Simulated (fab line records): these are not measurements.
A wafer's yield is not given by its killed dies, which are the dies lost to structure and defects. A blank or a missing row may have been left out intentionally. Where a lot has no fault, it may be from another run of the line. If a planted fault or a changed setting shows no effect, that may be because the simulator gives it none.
A struck lot beside a sound one    flow n5 finfet    36 steps out of a route of 1938
Sound: these wafers, L855.2, L855.4, L855.5. The struck wafers were L844.2, L844.5, L844.6. The cause comes at the end.
At each step with rows: each side's tool, then ch and its chambers, then its first start. Under that, the readings that differ: sound wafers    struck wafers    difference of the means    sigmas: that difference in standard deviations of wafers without a fault.
alike: words and numbers the same on both sides, and readings whose means are apart by under 2 such deviations; not compared: readings that were withheld, readings missing a value for some wafer, numbers with overlapping values and no deviation given by the record, and bounds like >300 which may hide the same value.
The two part at a step that has a row with sigmas, a row that says differs or no value, or rows on one side only. Non-overlapping numbers with no deviation appear without sigmas and do not part them. A reading missing from all wafers of one side parts the sides only when that side holds two or more wafers.

first, 9 steps without rows for these wafers: N5_WELL_APT_HMDS_18 (time 60 s); N5_WELL_APT_COAT_19 (resist thk 950 nm); N5_WELL_APT_EBR_21; N5_WELL_APT_SOFTBAKE_20 (time 60 s); N5_WELL_APT_EXPOSE_22 (exposes mask PWELL, defocus 0 nm, target cd 200 nm); N5_WELL_APT_PEB_23 (peb time 90 s); N5_WELL_APT_DEVELOP_24 (develop time 45 s); N5_WELL_APT_HARDBAKE_29 (time 120 s); N5_WELL_APT_DESCUM_30 (chemistry O2, time 7.9 s).
N5_WELL_APT_IMPLANT_31:
  sound on implanter-01 ch 0, day 7 09:14; struck on implanter-02 ch 0, day 4 15:18
reading             sound                             struck                            difference   sigmas
dose ions cm2       1.5021e+13 1.5014e+13 1.4983e+13  1.0049e+13 1.0049e+13 1.0056e+13  -4.9547e+12  -99 or more
faraday current uA  188 196 198                       129 127 126                       -67          -17
  alike: beam energy keV, end station pressure torr
then, 25 steps without rows for these wafers: N5_WELL_APT_IMPLANT_32; N5_WELL_APT_STRIP_33 (strips in SPM, time 900 s); N5_WELL_APT_RTA_34 (time 10 s); N5_WELL_APT_OXIDE_STRIP_42 (strips SiO2 in dHF, time 45 s, target depth 12 nm); N5_WELL_APT_PRECLEAN_36 (cleans in O3/DIW, time 45 s); N5_WELL_APT_PRECLEAN_39 (cleans in dHF, time 60 s); N5_WELL_APT_SRD_37 (time 30 s); N5_WELL_APT_EPI_41 (deposits Si from SiH4/H2, target thk 50 nm, time 297.7 s); N5_PMOS_HMC_CHANNEL_EPI_HM_DEP_34 (deposits SiO2 from TEOS/O2, target thk 36 nm, time 6.9 s); N5_PMOS_HMC_CHANNEL_EPI_COAT_31 (time 60 s, resist thk 66 nm); N5_PMOS_HMC_CHANNEL_EPI_COAT_03 (resist thk 205 nm); N5_PMOS_HMC_CHANNEL_EPI_EBR_05; N5_PMOS_HMC_CHANNEL_EPI_SOFTBAKE_04 (time 60 s); N5_PMOS_HMC_CHANNEL_EPI_EXPOSE_06 (exposes mask PMOS HMC BLK, target cd 240 nm); N5_PMOS_HMC_CHANNEL_EPI_PEB_07 (peb time 60 s); N5_PMOS_HMC_CHANNEL_EPI_DEVELOP_08 (develop time 30 s); N5_PMOS_HMC_CHANNEL_EPI_DESCUM_14 (chemistry O2, time 7.9 s); N5_PMOS_HMC_CHANNEL_EPI_ETCH_32 (etches BARC in N2/H2, stops on SiO2, target depth 85.8 nm, time 50.3 s); N5_PMOS_HMC_CHANNEL_EPI_HM_OPEN_15 (chemistry CHF3/O2, target SiO2, target depth 40.6 nm, time 20.3 s); N5_PMOS_HMC_CHANNEL_EPI_STRIP_33 (strips in N2/H2); N5_PMOS_HMC_CHANNEL_EPI_STRIP_17 (strips in SPM, time 750 s); N5_PMOS_HMC_CHANNEL_EPI_ETCH_38 (etches SiO2 in CF4, target depth 1.5 nm); N5_PMOS_HMC_CHANNEL_EPI_FIN_RECESS_16 (chemistry HBr/Cl2, target Si, target depth 54 nm, time 18 s); N5_PMOS_HMC_CHANNEL_EPI_PRECLEAN_36 (cleans in O3/DIW, time 45 s); N5_PMOS_HMC_CHANNEL_EPI_PRECLEAN_18 (cleans in DHF, time 30 s).
-- record jumps: 7 days separate the struck wafers' starts on either side; left off in module PMOS_HMC_CHANNEL_EPI, taken up again in module BEOL_M4, whose first shown step is the route's number 1111 --
N5_BEOL_M4_RC_MEAS_101:
  sound on prober-02 ch 0, day 14 05:17; struck on prober-02 ch 0, day 11 13:23
reading            sound           struck          difference  sigmas
RS_PWELL (ohm/sq)  3051 3030 3062  3805 3804 3795  +754        +33
  alike: DIBL_N, DIBL_P, IOFF_N, IOFF_P, ION_N, ION_P, SS_N, SS_P, VT_N, VT_P

WHERE THEY PART
Earliest at N5_WELL_APT_IMPLANT_31; latest, in this record, at N5_BEOL_M4_RC_MEAS_101.

WHY: what had been put in by the simulator
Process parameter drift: implanter-02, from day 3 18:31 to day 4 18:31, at N5_WELL_APT_IMPLANT_31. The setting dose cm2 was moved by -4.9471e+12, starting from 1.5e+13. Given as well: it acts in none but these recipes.
